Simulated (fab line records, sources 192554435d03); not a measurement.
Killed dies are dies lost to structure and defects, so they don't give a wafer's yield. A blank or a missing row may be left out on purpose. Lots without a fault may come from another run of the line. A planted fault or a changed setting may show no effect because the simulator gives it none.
Chamber matching | flow n5_finfet | N5_PMOS_HMC_CHANNEL_EPI_DESCUM_14 on rie_diel-06: 4 sister chambers
The step chemistry O2, time 7.9 s. 4 wafers are shown with their chamber, then 7 later ones without.

WAFERS WITH THEIR CHAMBER
wafer  | chamber | drypump_motor_current_A (A)
L085.4 | 1       | 5.9
L085.6 | 3       | 5.3
L091.1 | 2       | 5.2
L091.3 | 0       | 5.7

WAFERS WITHOUT THEIR CHAMBER
wafer  | drypump_motor_current_A (A)
L091.4 | 5.8
L092.2 | 5.8
L092.5 | 5.9
L092.6 | 5.8
L096.1 | 5.9
L096.2 | 5.8
L096.4 | 5.3

WHICH CHAMBER EACH WENT THROUGH
wafer  | from the rows above     | in truth
L091.4 | can't be placed: 0 or 1 | 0
L092.2 | can't be placed: 0 or 1 | 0
L092.5 | 1                       | 1
L092.6 | can't be placed: 0 or 1 | 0
L096.1 | 1                       | 1
L096.2 | can't be placed: 0 or 1 | 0
L096.4 | can't be placed: 3 or 2 | 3
Placed correctly: 2 of 7. Can't be placed from these rows: 5 (the true chamber is among the candidates in 5). Placed wrongly: 0.
How it was worked out, from the rows above alone: a wafer's distance from a chamber is the root of the sum, over the readings, of the square of ((its reading less the chamber's mean) divided by the reading's scatter). The wafer belongs to the nearest chamber; if the next one is less than 2 further off, it can't be placed. A chamber's mean is the mean of its shown wafers. The scatter: with one shown wafer a chamber, the root of the mean of the squares of how far each hidden wafer lies from its nearest shown one.
